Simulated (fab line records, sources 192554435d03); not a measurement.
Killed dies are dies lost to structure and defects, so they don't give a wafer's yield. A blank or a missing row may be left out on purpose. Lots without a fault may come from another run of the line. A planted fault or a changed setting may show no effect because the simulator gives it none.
Which tool did it? | flow n5_finfet | 10 lots, 30 wafers sampled, at 5 steps of a route of 1938

WHAT THE GAUGES READ, wafer by wafer
N5_BEOL_M0_SAQP_CD_MEAS_14: target cd 42.5 nm. Usual: cd_nm 42.6 nm, standard deviation 0.35.
lot  | measured     | on        | cd_nm (nm)     | flag
L486 | day 5 16:26  | cd_sem-02 | 42.4 42.6 41.9 |
L492 | day 7 00:49  | cd_sem-01 | 42.8 42.9 42.8 |
L496 | day 7 23:10  | cd_sem-02 | 42.3 42.8 42.5 |
L497 | day 10 18:14 | cd_sem-01 | 41.9 42.5 42.3 |
L500 | day 10 18:31 | cd_sem-02 | 42.7 42.3 43.1 |
L501 | day 10 18:52 | cd_sem-02 | 42.5 42.7 42.6 |
L502 | day 10 18:55 | cd_sem-01 | 43.0 42.7 42.8 |
L503 | day 10 19:12 | cd_sem-01 | 42.7 43.0 43.2 |
L504 | day 10 19:25 | cd_sem-03 | 42.9 42.8 42.9 |
L507 | day 10 18:40 | cd_sem-01 | 42.4 42.2 42.6 |

N5_BEOL_M4_RC_MEAS_101. Usual: DIBL_N 36.3 mV/V, standard deviation 1.9; DIBL_P 36.0 mV/V, standard deviation 2.1; IOFF_N 0.16 nA/um, standard deviation 0.031; IOFF_P 0.21 nA/um, standard deviation 0.035; ION_N 675 uA/um, standard deviation 14; ION_P 464 uA/um, standard deviation 8.5; SS_N 71.5 mV/dec, standard deviation 0.6; SS_P 73.3 mV/dec, standard deviation 0.72; VT_N 250 mV, standard deviation 3.2; VT_P -250 mV, standard deviation 3.1.
lot  | measured     | on        | DIBL_N (mV/V)  | DIBL_P (mV/V)  | IOFF_N (nA/um) | IOFF_P (nA/um) | ION_N (uA/um) | ION_P (uA/um) | SS_N (mV/dec)  | SS_P (mV/dec)  | VT_N (mV)   | VT_P (mV)      | flag
L486 | day 7 18:26  | prober-02 | 37.9 38.2 37.5 | 38.3 39.7 38.2 | 0.19 0.21 0.19 | 0.27 0.31 0.27 | 683 705 688   | 472 484 470   | 71.8 71.7 71.7 | 74.1 74.4 74.0 | 247 245 245 | -245 -244 -246 |
L492 | day 9 06:25  | prober-02 | 39.9 38.3 37.1 | 40.2 37.8 35.9 | 0.22 0.18 0.17 | 0.26 0.23 0.21 | 692 689 701   | 471 473 477   | 72.2 71.7 71.5 | 75.1 73.6 74.6 | 247 247 246 | -246 -246 -248 |
L496 | day 9 22:16  | prober-01 | 35.1 34.2 34.3 | 35.4 34.7 32.9 | 0.14 0.13 0.11 | 0.20 0.19 0.15 | 681 668 656   | 474 459 449   | 71.3 71.3 71.3 | 72.9 73.1 72.6 | 250 254 259 | -250 -251 -254 |
L497 | day 13 07:37 | prober-01 | 38.0 39.8 36.5 | 36.9 38.6 34.7 | 0.18 0.22 0.15 | 0.25 0.28 0.21 | 688 686 667   | 464 470 458   | 71.5 72.1 71.7 | 73.6 74.4 72.7 | 248 247 251 | -250 -246 -250 |
L500 | day 12 21:15 | prober-01 | 37.7 36.4 37.2 | 35.8 34.5 34.4 | 0.17 0.15 0.16 | 0.22 0.19 0.19 | 691 675 676   | 473 462 460   | 72.6 72.1 72.3 | 73.5 72.9 72.9 | 248 250 251 | -246 -251 -251 |
L501 | day 13 14:40 | prober-01 | 33.1 37.4 33.9 | 32.6 37.9 34.1 | 0.11 0.17 0.12 | 0.14 0.21 0.15 | 665 680 664   | 450 470 453   | 69.9 71.8 70.9 | 72.3 73.6 72.7 | 255 253 254 | -255 -252 -255 |
L502 | day 13 07:18 | prober-02 | 39.3 36.0 36.2 | 40.2 35.6 36.0 | 0.22 0.15 0.15 | 0.29 0.19 0.20 | 696 694 686   | 484 475 472   | 72.3 70.8 71.5 | 74.4 73.4 73.3 | 246 249 249 | -245 -251 -252 |
L503 | day 14 01:24 | prober-01 | 38.9 36.9 37.8 | 37.9 34.5 36.4 | 0.18 0.15 0.15 | 0.24 0.19 0.22 | 673 673 648   | 462 456 451   | 71.4 71.2 72.2 | 74.0 73.6 74.2 | 248 249 253 | -249 -252 -252 |
L504 | day 13 19:43 | prober-02 | 37.5 39.9 40.5 | 35.8 38.6 39.5 | 0.16 0.21 0.24 | 0.21 0.25 0.27 | 694 683 715   | 471 462 481   | 71.5 72.6 72.2 | 74.1 74.0 74.0 | 249 245 244 | -249 -247 -245 |
L507 | day 13 00:07 | prober-02 | 38.4 35.6 38.0 | 36.3 34.7 37.4 | 0.17 0.12 0.16 | 0.21 0.19 0.22 | 663 668 676   | 453 464 460   | 72.6 71.1 72.0 | 73.2 73.2 74.0 | 250 252 248 | -250 -251 -246 |

WHICH TOOL RAN EACH LOT (tool, then ch and the chambers of the sampled wafers, then the start)
lot  | N5_MOL_CONTACT_COAG_CVD_140   | N5_BEOL_M0_SAQP_ETCH_83            | N5_BEOL_M0_SAQP_STRIP_115
L486 | cvd_w-01 ch 0,1, day 5 10:08  | rie_diel-01 ch 0,3, day 5 16:37    | wet_bench-04 ch 0,6,7, day 5 17:16
L492 | cvd_w-01 ch 0,1, day 6 18:44  | rie_diel-06 ch 0,3, day 7 00:56    | wet_bench-01 ch 1,6,7, day 7 01:25
L496 | cvd_w-02 ch 0,1, day 7 15:16  | rie_diel-01 ch 1,2,3, day 7 23:18  | wet_bench-04 ch 0,4,5, day 7 23:45
L497 | cvd_w-02 ch 0, day 8 03:34    | rie_diel-05 ch 0,1, day 10 18:53   | wet_bench-02 ch 2,6,7, day 10 19:26
L500 | cvd_w-01 ch 0,1, day 8 23:10  | rie_diel-01 ch 0,1,2, day 10 18:56 | wet_bench-01 ch 2,3,6, day 10 19:28
L501 | cvd_w-02 ch 0,1, day 9 03:57  | rie_diel-05 ch 0,1, day 10 19:26   | wet_bench-01 ch 0,4,7, day 10 19:55
L502 | cvd_w-02 ch 1, day 9 07:59    | rie_diel-06 ch 0,1,2, day 10 19:30 | wet_bench-02 ch 2,3,4, day 10 19:58
L503 | cvd_w-01 ch 0,1, day 9 17:16  | rie_diel-01 ch 0,1,3, day 10 19:43 | wet_bench-01 ch 4,6,7, day 10 20:16
L504 | cvd_w-02 ch 0,1, day 9 19:23  | rie_diel-01 ch 0,1,3, day 10 19:59 | wet_bench-04 ch 4,5,7, day 10 20:23
L507 | cvd_w-01 ch 0,1, day 10 11:16 | rie_diel-06 ch 0,3, day 10 19:15   | wet_bench-02 ch 4,6,7, day 10 19:43
- N5_MOL_CONTACT_COAG_CVD_140: deposits W, target thk 66.5 nm, time 215 s.
- N5_BEOL_M0_SAQP_ETCH_83: etches SiARC in CF4, target depth 39 nm, time 65 s.
- N5_BEOL_M0_SAQP_STRIP_115: strips in post etch residue remover, time 60 s.

WHAT THE TOOLS THEMSELVES READ (means of the sampled wafers that have a number; where no wafer has one, the mark that the record gives instead)
N5_MOL_CONTACT_COAG_CVD_140. Usual: heater_power_w 509 W, standard deviation 38.
lot  | tool     | heater_power_w (W) | flag
L486 | cvd_w-01 | 490                |
L492 | cvd_w-01 | 489                |
L496 | cvd_w-02 | 528                |
L497 | cvd_w-02 | 536                |
L500 | cvd_w-01 | 469                |
L501 | cvd_w-02 | 533                |
L502 | cvd_w-02 | 552                |
L503 | cvd_w-01 | 491                |
L504 | cvd_w-02 | 538                |
L507 | cvd_w-01 | 473                |

N5_BEOL_M0_SAQP_ETCH_83. Usual: chamber_pressure_mTorr 40.00 mTorr, standard deviation 0.033; drypump_motor_current_A 5.6 A, standard deviation 0.63; etch_rf_on_time_s 65.0 s, standard deviation 1.3; oes_product_au 0.64 a.u., standard deviation 0.06; rf_vpp_V 184.2 V, standard deviation 1.1; showerhead_plenum_p_Torr 2.16 Torr, standard deviation 0.06; throttle_valve_pct 15.72 %, standard deviation 0.22.
lot  | tool        | chamber_pressure_mTorr (mTorr) | drypump_motor_current_A (A) | etch_rf_on_time_s (s) | oes_product_au (a.u.) | rf_vpp_V (V) | showerhead_plenum_p_Torr (Torr) | throttle_valve_pct (%) | flag
L486 | rie_diel-01 | 40.03                          | 4.9                         | 64.7                  | 0.65                  | 184.8        | 2.20                            | 15.88                  |
L492 | rie_diel-06 | 40.00                          | 5.7                         | 64.2                  | 0.67                  | 184.6        | 2.17                            | 15.57                  |
L496 | rie_diel-01 | 39.99                          | 5.1                         | 65.3                  | 0.61                  | 184.5        | 2.16                            | 15.80                  |
L497 | rie_diel-05 | 39.99                          | 6.7                         | 65.8                  | 0.60                  | 182.9        | 2.05                            | 15.89                  |
L500 | rie_diel-01 | 39.98                          | 5.3                         | 65.0                  | 0.62                  | 185.4        | 2.19                            | 15.86                  |
L501 | rie_diel-05 | 39.97                          | 6.7                         | 65.9                  | 0.61                  | 182.7        | 2.05                            | 15.89                  |
L502 | rie_diel-06 | 39.99                          | 6.1                         | 65.9                  | 0.68                  | 183.5        | 2.16                            | 15.45                  |
L503 | rie_diel-01 | 40.00                          | 5.0                         | 64.3                  | 0.61                  | 184.2        | 2.18                            | 15.87                  |
L504 | rie_diel-01 | 40.01                          | 5.0                         | 64.4                  | 0.60                  | 185.3        | 2.18                            | 15.87                  |
L507 | rie_diel-06 | 40.02                          | 6.1                         | 63.7                  | 0.67                  | 184.4        | 2.20                            | 15.48                  |

N5_BEOL_M0_SAQP_STRIP_115. Usual: run_length_s 68.7 s, standard deviation 2.9; temp_c 25.00 C, standard deviation 0.1.
lot  | tool         | run_length_s (s) | temp_c (C) | flag
L486 | wet_bench-04 | 66.4             | 24.94      |
L492 | wet_bench-01 | 67.2             | 25.05      |
L496 | wet_bench-04 | -                | -          | OFF
L497 | wet_bench-02 | -                | -          | OFF
L500 | wet_bench-01 | 67.1             | 25.02      |
L501 | wet_bench-01 | 66.5             | 24.97      |
L502 | wet_bench-02 | 72.9             | 24.96      |
L503 | wet_bench-01 | 66.6             | 24.97      |
L504 | wet_bench-04 | 72.3             | 24.96      |
L507 | wet_bench-02 | 72.4             | 24.98      |

THE ANSWER, worked out from the rows above alone
Rule: a lot is off if the mean of its wafers that have a number lies more than 3 standard deviations from the usual mean. A lot without any number at a reading at which 4 lots or more have one is off too. The other lots that the step has rows for count as sound. The gauges are gone through in route order, then the tools' own readings, and for those a lot's mean is taken as printed above. The first step at which some lot is off is used, and at that step the reading that is off furthest; a lot without a number counts as furthest.
Off: L496, L497, at N5_BEOL_M0_SAQP_STRIP_115 (run_length_s). Without a number there: L496, L497.
A tool fits if, at that step or a process step before it, it ran every lot that is off, and no sound lot after the first of them. None of those tried fits.

WHAT THE SIMULATOR HAD PUT IN
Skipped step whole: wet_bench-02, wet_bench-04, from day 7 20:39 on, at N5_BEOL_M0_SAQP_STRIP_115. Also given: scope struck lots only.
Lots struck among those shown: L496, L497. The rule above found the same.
